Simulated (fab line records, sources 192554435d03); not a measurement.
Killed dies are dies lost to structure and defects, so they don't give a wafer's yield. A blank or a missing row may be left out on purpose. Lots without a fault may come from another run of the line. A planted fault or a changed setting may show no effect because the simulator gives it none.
A struck lot beside a sound one | flow n5_finfet | 14 steps out of a route of 1938
Sound: wafers L158.1, L158.4, L158.6. Struck: wafers L169.4, L169.5, L169.6. The cause comes at the end.
At each step with rows: each side's tool, then ch and its chambers, then its first start. Under that, the readings that differ: sound wafers | struck wafers | difference of the means | sigmas: that difference in standard deviations of wafers without a fault.
alike: readings whose means differ by less than 2 such deviations, and words and numbers that are the same on both sides. not compared: withheld readings, readings that some wafer has no value for, bounds like >300 that may hide the same value, and numbers for which the record gives no deviation and whose values overlap.
The two part at a step that has a row with sigmas, a row that says differs or no value, or rows on one side only. Numbers that don't overlap but have no deviation are shown without sigmas and don't part them. A reading that every wafer of one side lacks parts them only if that side has two wafers or more.

N5_BEOL_M4_ILD_DEP_00: deposits SiOC from DEMS/O2, target thk 79 nm, time 15.3 s.
  sound on pecvd-03 ch 0,1, day 8 11:11; struck on pecvd-03 ch 0,1,2, day 11 19:22
  alike: heater_power_w, showerhead_plenum_p_Torr, throttle_valve_pct
N5_BEOL_M4_THK_MEAS_01:
  sound on film_metro-01, day 8 11:16; struck on film_metro-01, day 11 19:25
  alike: M4_ILD_THK
N5_BEOL_M4_PECVD_72: deposits SiO2 from TEOS/O2, target thk 16 nm, time 18 s.
  sound on pecvd-04 ch 0,1,2, day 8 11:19; struck on pecvd-01 ch 0,1,2, day 11 19:28
  alike: heater_power_w, showerhead_plenum_p_Torr, throttle_valve_pct
N5_BEOL_M4_HM_DEP_02: deposits TiN, target thk 20 nm.
  sound on pvd_sputter-03, day 8 11:31; struck on pvd_sputter-01, day 11 19:31
  alike: throttle_valve_pct
then, 8 steps without rows for these wafers: N5_BEOL_M4_COAT_61 (time 60 s, resist thk 60 nm); N5_BEOL_M4_COAT_62 (time 60 s, resist thk 12 nm); N5_BEOL_M4_COAT_73 (time 60 s, resist thk 5 nm); N5_BEOL_M4_COAT_05 (resist thk 30 nm); N5_BEOL_M4_EBR_07; N5_BEOL_M4_SOFTBAKE_06 (time 60 s); N5_BEOL_M4_EXPOSE_08 (exposes mask M4); N5_BEOL_M4_PEB_09 (peb time 60 s).
N5_BEOL_M4_DEVELOP_10: develop time 30 s.
  sound on litho_track-01 ch 0, day 8 11:52; struck on litho_track-04, day 11 19:53
  no value came back on the struck wafers for chill_plate_temp_C (C), develop_time_s (s); on the sound wafers chill_plate_temp_C (C) reads 22.81 22.89 23.01
  reading                                      | sound          | struck   | difference | sigmas
  model.CAR-EUV_of_BEOL_M4_COAT_05.thk_nm (nm) | 29.6 29.4 29.6 | 30 30 30 | +0         |
N5_BEOL_M4_CD_MEAS_11: target cd 16.79 nm.
  sound on cd_sem-01 ch 0, day 8 11:55; struck on cd_sem-02 ch 0, day 11 19:56
  reading    | sound             | struck | difference                    | sigmas
  cd_nm (nm) | 17.03 16.95 16.44 | - - -  | no value on the struck wafers |

WHERE THEY PART
First at N5_BEOL_M4_DEVELOP_10; last, within this record, at N5_BEOL_M4_CD_MEAS_11.

WHY: what the simulator had put in
Skipped step whole: litho_track-04, from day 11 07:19 on, at N5_BEOL_M4_DEVELOP_10. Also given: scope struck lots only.
